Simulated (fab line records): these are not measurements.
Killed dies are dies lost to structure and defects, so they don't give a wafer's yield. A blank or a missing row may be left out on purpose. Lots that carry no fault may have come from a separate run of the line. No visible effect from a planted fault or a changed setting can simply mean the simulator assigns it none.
Which tool did it?	flow nand_harc	Sampling: 23 lots, 69 wafers, 6 of 1159 route steps

## WHAT EACH GAUGE READ, for each wafer
The record lacks any reading of a measuring or inspecting step that a usual standard deviation could be used to judge.

## WHAT TOOL EACH LOT RAN ON (gives the tool, then ch and the chambers of the sampled wafers, and finally the start)
lot	NHARC_A_STAIRCASE_ETCH_170	NHARC_A_STAIRCASE_TRIM_14	NHARC_A_STAIRCASE_TRIM_20	NHARC_A_STAIRCASE_ETCH_21	NHARC_A_STAIRCASE_TRIM_22	NHARC_A_STAIRCASE_ETCH_190
L074	rie_diel-02 ch 0,1, day 11 07:50 or earlier	rie_diel-08 ch 0,2,3, day 11 07:50 or earlier	rie_diel-08 ch 0,1,2, day 11 07:50	rie_diel-08 ch 0,1,2, no start	rie_diel-08 ch 0,3, no start	rie_diel-02 ch 0,2, no start
L075	rie_diel-08 ch 1,2, day 11 07:58 or earlier	rie_diel-02 ch 0,1,3, day 11 07:58 or earlier	rie_diel-02 ch 0,1,2, day 11 07:58	rie_diel-02 ch 0,1,3, no start	rie_diel-02 ch 1,2,3, no start	rie_diel-08 ch 0,2,3, no start
L078	rie_diel-05 ch 0,3, day 11 14:37 or earlier	rie_diel-02 ch 1,2,3, day 11 14:37 or earlier	rie_diel-08 ch 0,1,3, day 11 14:37	rie_diel-08 ch 0,1,3, no start	rie_diel-08 ch 0,1,3, no start	rie_diel-08 ch 0,1,3, no start
L076	rie_diel-05 ch 1,2,3, day 11 14:40 or earlier	rie_diel-08 ch 1,2,3, day 11 14:40 or earlier	rie_diel-02 ch 0,2,3, day 11 14:40	rie_diel-02 ch 0,2,3, no start	rie_diel-02 ch 0,1,2, no start	rie_diel-05 ch 0,2,3, no start
L077	rie_diel-08 ch 0,3, day 11 19:31 or earlier	rie_diel-05 ch 0,1, day 11 19:31 or earlier	rie_diel-05 ch 0,3, day 11 19:31	rie_diel-05 ch 0,2,3, no start	rie_diel-05 ch 0,1, no start	rie_diel-02 ch 0,1,2, no start
L079	rie_diel-08 ch 0,3, day 11 20:57 or earlier	rie_diel-02 ch 1,2,3, day 11 20:57 or earlier	rie_diel-02 ch 0,1,2, day 11 20:57	rie_diel-02 ch 2,3, no start	rie_diel-02 ch 0,1, no start	rie_diel-02 ch 0,3, no start
L080	rie_diel-05 ch 1,2,3, day 12 00:53 or earlier	rie_diel-08 ch 0,2, day 12 00:53 or earlier	rie_diel-08 ch 2,3, day 12 00:53	rie_diel-08 ch 0,2, no start	rie_diel-08 ch 0,1, no start	rie_diel-05 ch 0,2,3, no start
L081	rie_diel-05 ch 0,1,3, day 12 14:37 or earlier	rie_diel-02 ch 0,1,3, day 12 14:37 or earlier	rie_diel-02 ch 1,2, day 12 14:37	rie_diel-02 ch 2,3, no start	rie_diel-02 ch 1,2,3, no start	rie_diel-05 ch 1,2, no start
L083	rie_diel-08 ch 0,1,2, day 13 03:22 or earlier	rie_diel-02 ch 0,1,2, day 13 03:22 or earlier	rie_diel-02 ch 0,1,2, day 13 03:22	rie_diel-02 ch 1,2,3, no start	rie_diel-02 ch 0,1,2, no start	rie_diel-08 ch 0,1,2, no start
L082	rie_diel-08 ch 0,1, day 13 04:03 or earlier	rie_diel-08 ch 0,1, day 13 04:03 or earlier	rie_diel-02 ch 0,1,2, day 13 04:03	rie_diel-02 ch 0,2,3, no start	rie_diel-02 ch 1,2,3, no start	rie_diel-08 ch 0,1,2, no start
L088	rie_diel-02 ch 0,1, day 13 22:39 or earlier	rie_diel-02 ch 1,2,3, day 13 22:39 or earlier	rie_diel-05 ch 0,3, day 13 22:39	rie_diel-05 ch 0,2,3, no start	rie_diel-05 ch 0,3, no start	rie_diel-05 ch 2,3, no start
L087	rie_diel-05 ch 2,3, day 13 21:19 or earlier	rie_diel-05 ch 0,1,2, day 13 21:19 or earlier	rie_diel-05 ch 2,3, day 13 21:19	rie_diel-05 ch 1,2, no start	rie_diel-05 ch 0,2, no start	rie_diel-05 ch 1,2, no start
L085	rie_diel-05 ch 2,3, day 14 01:16 or earlier	rie_diel-02 ch 0,2,3, day 14 01:16 or earlier	rie_diel-02 ch 0,1,2, day 14 01:16	rie_diel-02 ch 0,1, no start	rie_diel-02 ch 0,2,3, no start	rie_diel-08 ch 2,3, no start
L086	rie_diel-05 ch 1,2, day 14 01:26 or earlier	rie_diel-08 ch 1,2,3, day 14 01:26 or earlier	rie_diel-02 ch 0,1,3, day 14 01:26	rie_diel-02 ch 2,3, no start	rie_diel-02 ch 1,2,3, no start	rie_diel-08 ch 0,1, no start
L089	rie_diel-02 ch 1,2, day 14 14:37 or earlier	rie_diel-08 ch 0,1,3, day 14 14:37 or earlier	rie_diel-02 ch 0,1, day 14 14:37	rie_diel-02 ch 0,2,3, no start	rie_diel-02 ch 0,1,2, no start	rie_diel-05 ch 2,3, no start
L090	rie_diel-05 ch 1,2,3, day 14 20:28 or earlier	rie_diel-05 ch 1,3, day 14 20:28 or earlier	rie_diel-08 ch 0,1, day 14 20:28	rie_diel-08 ch 0,2,3, no start	rie_diel-08 ch 1,3, no start	rie_diel-05 ch 1,2,3, no start
L091	rie_diel-08 ch 0,1,3, day 14 20:59 or earlier	rie_diel-05 ch 0,2,3, day 14 20:59 or earlier	rie_diel-05 ch 0,3, day 14 20:59	rie_diel-05 ch 1,3, no start	rie_diel-05 ch 1,3, no start	rie_diel-05 ch 1,2,3, no start
L094	rie_diel-02 ch 0,1,2, day 15 11:39 or earlier	rie_diel-02 ch 0,2,3, day 15 11:39 or earlier	rie_diel-02 ch 0,2,3, day 15 11:39	rie_diel-02 ch 0,3, no start	rie_diel-02 ch 2,3, no start	rie_diel-05 ch 1,2, no start
L093	rie_diel-08 ch 0,1, day 15 14:26 or earlier	rie_diel-02 ch 1,2, day 15 14:26 or earlier	rie_diel-05 ch 0,1,2, day 15 14:26	rie_diel-05 ch 1,2, no start	rie_diel-05 ch 1,3, no start	rie_diel-02 ch 0,2, no start
L092	rie_diel-08 ch 1,3, day 15 14:56 or earlier	rie_diel-02 ch 1,3, day 15 14:56 or earlier	rie_diel-02 ch 0,1,3, day 15 14:56	rie_diel-02 ch 0,1,3, no start	rie_diel-02 ch 0,1,2, no start	rie_diel-02 ch 0,1, no start
L095	rie_diel-05 ch 1,2,3, day 16 00:25 or earlier	rie_diel-05 ch 1,2,3, day 16 00:25 or earlier	rie_diel-02 ch 0,1,3, day 16 00:25	rie_diel-02 ch 0,1,2, no start	rie_diel-02 ch 2,3, no start	rie_diel-05 ch 0,1,3, no start
L096	rie_diel-05 ch 0,2,3, day 16 03:22 or earlier	rie_diel-02 ch 1,2,3, day 16 03:22 or earlier	rie_diel-08 ch 0,2,3, day 16 03:22	rie_diel-08 ch 0,2,3, no start	rie_diel-08 ch 1,2,3, no start	rie_diel-08 ch 1,2, no start
L097	rie_diel-02 ch 0,1, day 16 14:53 or earlier	rie_diel-05 ch 1,2, day 16 14:53 or earlier	rie_diel-02 ch 1,2,3, day 16 14:53	rie_diel-02 ch 0,3, no start	rie_diel-02 ch 2,3, no start	rie_diel-02 ch 0,2,3, no start
- NHARC_A_STAIRCASE_ETCH_170: etches the open film in C4F6/O2, target depth 200 nm, time 66.667 s.
- NHARC_A_STAIRCASE_TRIM_14: chemistry O2, time 211.2 s.
- NHARC_A_STAIRCASE_TRIM_20: chemistry O2, time 211.2 s.
- NHARC_A_STAIRCASE_ETCH_21: etches the open film in C4F8/O2, target depth 100 nm, time 40.5 s.
- NHARC_A_STAIRCASE_TRIM_22: chemistry O2, time 211.2 s.
- NHARC_A_STAIRCASE_ETCH_190: etches the open film in C4F8/O2, target depth 100 nm, time 40.5 s.

## AS READ BY THE TOOLS THEMSELVES (means over the sampled wafers that have a number; for cases with no such wafer, the mark the record gives instead)
NHARC_A_STAIRCASE_ETCH_170.
lot	tool	drypump_motor_current_A (A)	oes_product_au (a.u.)	rf_vpp_V (V)	showerhead_plenum_p_Torr (Torr)	throttle_valve_pct (%)
L074	rie_diel-02	6.1	0.988	547	3.90	26.899
L075	rie_diel-08	6.3	0.976	542	3.69	26.898
L078	rie_diel-05	5.5	0.984	543	3.74	26.901
L076	rie_diel-05	5.7	0.972	547	3.94	26.904
L077	rie_diel-08	5.9	0.997	545	3.82	26.901
L079	rie_diel-08	5.9	0.940	543	3.76	26.901
L080	rie_diel-05	5.7	0.996	547	3.94	26.900
L081	rie_diel-05	5.6	0.946	545	3.77	26.892
L083	rie_diel-08	6.2	0.959	541	3.69	26.901
L082	rie_diel-08	6.3	0.950	543	3.71	26.896
L088	rie_diel-02	6.1	0.956	547	3.89	26.904
L087	rie_diel-05	5.8	0.960	550	4.07	26.901
L085	rie_diel-05	5.8	0.982	550	4.07	26.899
L086	rie_diel-05	6.3	0.982	549	4.06	26.907
L089	rie_diel-02	5.7	0.980	545	3.81	26.898
L090	rie_diel-05	5.7	0.985	547	3.93	26.900
L091	rie_diel-08	6.1	0.965	543	3.75	26.910
L094	rie_diel-02	5.9	0.974	547	3.85	26.903
L093	rie_diel-08	6.1	0.984	542	3.69	26.897
L092	rie_diel-08	6.2	0.956	544	3.80	26.909
L095	rie_diel-05	5.7	0.985	548	3.92	26.900
L096	rie_diel-05	5.6	0.952	546	3.89	26.896
L097	rie_diel-02	6.1	0.970	547	3.87	26.895

NHARC_A_STAIRCASE_TRIM_14.
lot	tool	drypump_motor_current_A (A)	oes_product_au (a.u.)	rf_vpp_V (V)	showerhead_plenum_p_Torr (Torr)	throttle_valve_pct (%)
L074	rie_diel-08	6.0	1.018	56.8	3.37	17.039
L075	rie_diel-02	5.6	1.018	59.0	3.55	17.033
L078	rie_diel-02	5.4	1.010	57.8	3.52	17.040
L076	rie_diel-08	6.2	1.009	58.1	3.37	17.022
L077	rie_diel-05	5.9	0.997	57.7	3.35	17.035
L079	rie_diel-02	5.4	0.992	58.5	3.52	17.033
L080	rie_diel-08	5.9	1.012	57.5	3.31	17.031
L081	rie_diel-02	5.6	1.007	57.5	3.55	17.048
L083	rie_diel-02	5.9	1.005	57.3	3.47	17.042
L082	rie_diel-08	6.3	1.000	58.0	3.33	17.037
L088	rie_diel-02	5.4	0.999	58.0	3.51	17.036
L087	rie_diel-05	6.1	0.992	58.0	3.50	17.027
L085	rie_diel-02	5.6	1.003	57.6	3.47	17.036
L086	rie_diel-08	6.2	1.002	57.8	3.54	17.035
L089	rie_diel-08	6.1	1.006	56.2	3.37	17.034
L090	rie_diel-05	5.6	1.006	57.8	3.40	17.034
L091	rie_diel-05	5.7	1.004	58.6	3.50	17.032
L094	rie_diel-02	5.6	1.000	57.1	3.47	17.036
L093	rie_diel-02	5.7	0.994	57.1	3.43	17.029
L092	rie_diel-02	5.4	1.000	57.4	3.57	17.043
L095	rie_diel-05	5.7	1.013	57.7	3.53	17.034
L096	rie_diel-02	5.4	1.003	57.9	3.50	17.031
L097	rie_diel-05	6.1	1.018	57.9	3.52	17.045

NHARC_A_STAIRCASE_TRIM_20.
lot	tool	drypump_motor_current_A (A)	oes_product_au (a.u.)	rf_vpp_V (V)	showerhead_plenum_p_Torr (Torr)	throttle_valve_pct (%)
L074	rie_diel-08	6.1	1.002	57.4	3.32	17.031
L075	rie_diel-02	5.9	1.007	57.9	3.48	17.042
L078	rie_diel-08	6.2	1.007	57.4	3.38	17.039
L076	rie_diel-02	5.6	1.013	57.7	3.48	17.037
L077	rie_diel-05	5.2	1.001	57.1	3.39	17.035
L079	rie_diel-02	5.9	0.991	57.8	3.47	17.030
L080	rie_diel-08	6.0	1.011	57.9	3.41	17.029
L081	rie_diel-02	5.7	1.001	57.2	3.51	17.035
L083	rie_diel-02	5.9	0.993	57.3	3.47	17.031
L082	rie_diel-02	5.9	0.990	58.5	3.47	17.034
L088	rie_diel-05	5.2	0.997	57.2	3.39	17.035
L087	rie_diel-05	5.3	1.007	57.7	3.55	17.038
L085	rie_diel-02	5.9	0.996	56.9	3.46	17.030
L086	rie_diel-02	5.6	1.000	59.0	3.54	17.044
L089	rie_diel-02	5.9	1.005	58.1	3.53	17.029
L090	rie_diel-08	6.1	1.001	57.6	3.31	17.038
L091	rie_diel-05	5.5	0.989	57.0	3.35	17.047
L094	rie_diel-02	5.6	1.001	57.2	3.47	17.032
L093	rie_diel-05	6.1	1.010	57.5	3.49	17.034
L092	rie_diel-02	5.6	1.006	57.1	3.53	17.031
L095	rie_diel-02	5.6	1.004	57.5	3.53	17.043
L096	rie_diel-08	6.0	1.002	57.7	3.52	17.047
L097	rie_diel-02	5.4	1.005	58.3	3.50	17.032

NHARC_A_STAIRCASE_ETCH_21.
lot	tool	oes_product_au (a.u.)	rf_vpp_V (V)
L074	rie_diel-08	0.950	888
L075	rie_diel-02	0.958	898
L078	rie_diel-08	0.960	890
L076	rie_diel-02	0.953	894
L077	rie_diel-05	0.942	896
L079	rie_diel-02	0.951	896
L080	rie_diel-08	0.963	888
L081	rie_diel-02	0.942	896
L083	rie_diel-02	0.947	895
L082	rie_diel-02	0.954	894
L088	rie_diel-05	0.923	896
L087	rie_diel-05	0.949	900
L085	rie_diel-02	0.942	895
L086	rie_diel-02	0.921	893
L089	rie_diel-02	0.975	893
L090	rie_diel-08	0.940	897
L091	rie_diel-05	0.959	892
L094	rie_diel-02	0.960	896
L093	rie_diel-05	0.944	900
L092	rie_diel-02	0.950	895
L095	rie_diel-02	0.978	894
L096	rie_diel-08	0.952	896
L097	rie_diel-02	0.970	896

NHARC_A_STAIRCASE_TRIM_22.
lot	tool	drypump_motor_current_A (A)	oes_product_au (a.u.)	rf_vpp_V (V)	showerhead_plenum_p_Torr (Torr)	throttle_valve_pct (%)
L074	rie_diel-08	5.9	1.009	58.2	3.38	17.029
L075	rie_diel-02	5.4	1.000	58.5	3.52	17.029
L078	rie_diel-08	6.1	1.002	58.5	3.38	17.037
L076	rie_diel-02	5.9	1.013	58.0	3.47	17.036
L077	rie_diel-05	5.9	0.994	57.5	3.35	17.044
L079	rie_diel-02	6.1	1.004	58.2	3.51	17.031
L080	rie_diel-08	6.0	1.009	57.2	3.33	17.034
L081	rie_diel-02	5.4	1.007	58.5	3.52	17.040
L083	rie_diel-02	5.9	1.006	57.9	3.47	17.041
L082	rie_diel-02	5.4	1.001	57.5	3.51	17.033
L088	rie_diel-05	5.2	0.990	56.8	3.39	17.033
L087	rie_diel-05	6.0	0.990	57.4	3.47	17.039
L085	rie_diel-02	5.6	1.002	58.0	3.47	17.035
L086	rie_diel-02	5.4	1.002	57.5	3.51	17.034
L089	rie_diel-02	5.9	0.995	57.2	3.46	17.029
L090	rie_diel-08	6.3	0.999	57.5	3.37	17.040
L091	rie_diel-05	5.6	1.008	57.1	3.40	17.036
L094	rie_diel-02	5.2	1.011	58.2	3.51	17.036
L093	rie_diel-05	5.2	1.016	56.9	3.41	17.040
L092	rie_diel-02	5.9	0.997	57.8	3.46	17.032
L095	rie_diel-02	5.2	1.010	58.0	3.50	17.030
L096	rie_diel-08	6.2	1.001	58.4	3.52	17.037
L097	rie_diel-02	5.4	1.011	57.5	3.43	17.034

NHARC_A_STAIRCASE_ETCH_190.
lot	tool	oes_product_au (a.u.)	rf_vpp_V (V)
L074	rie_diel-02	0.943	893
L075	rie_diel-08	0.953	890
L078	rie_diel-08	0.933	891
L076	rie_diel-05	0.935	896
L077	rie_diel-02	0.944	894
L079	rie_diel-02	0.933	895
L080	rie_diel-05	0.948	896
L081	rie_diel-05	0.950	900
L083	rie_diel-08	0.952	888
L082	rie_diel-08	0.949	887
L088	rie_diel-05	0.950	901
L087	rie_diel-05	0.957	900
L085	rie_diel-08	0.927	898
L086	rie_diel-08	0.928	889
L089	rie_diel-05	0.937	897
L090	rie_diel-05	0.944	896
L091	rie_diel-05	0.938	897
L094	rie_diel-05	0.952	896
L093	rie_diel-02	0.944	892
L092	rie_diel-02	0.950	895
L095	rie_diel-05	0.956	891
L096	rie_diel-08	0.939	900
L097	rie_diel-02	0.953	893

## THE ANSWER, worked out from the rows above alone
Rule: usual is defined by the lots themselves. Put in order of their means at a reading, lots are off if they are a third of the lots or fewer, leave a main group of 4 or more, and stand apart from it by a gap of 3 or more times the standard deviation of the main group's means; of several such gaps the widest counts. Not used: any main group whose means are identical at the precision the tables above print for the reading. Also off: a lot with no number at a reading for which 4 or more lots have one. Where the step has rows for the other lots, those lots are counted as sound. The gauges are gone through in route order, then the tools' own readings, and for those a lot's mean is taken as printed above. The first step at which some lot is off is used, and at that step the reading that is off furthest; a lot without a number counts as furthest.
No lot is off on any of the readings shown, so nothing can be concluded from this.

## WHAT HAD BEEN PUT IN BY THE SIMULATOR
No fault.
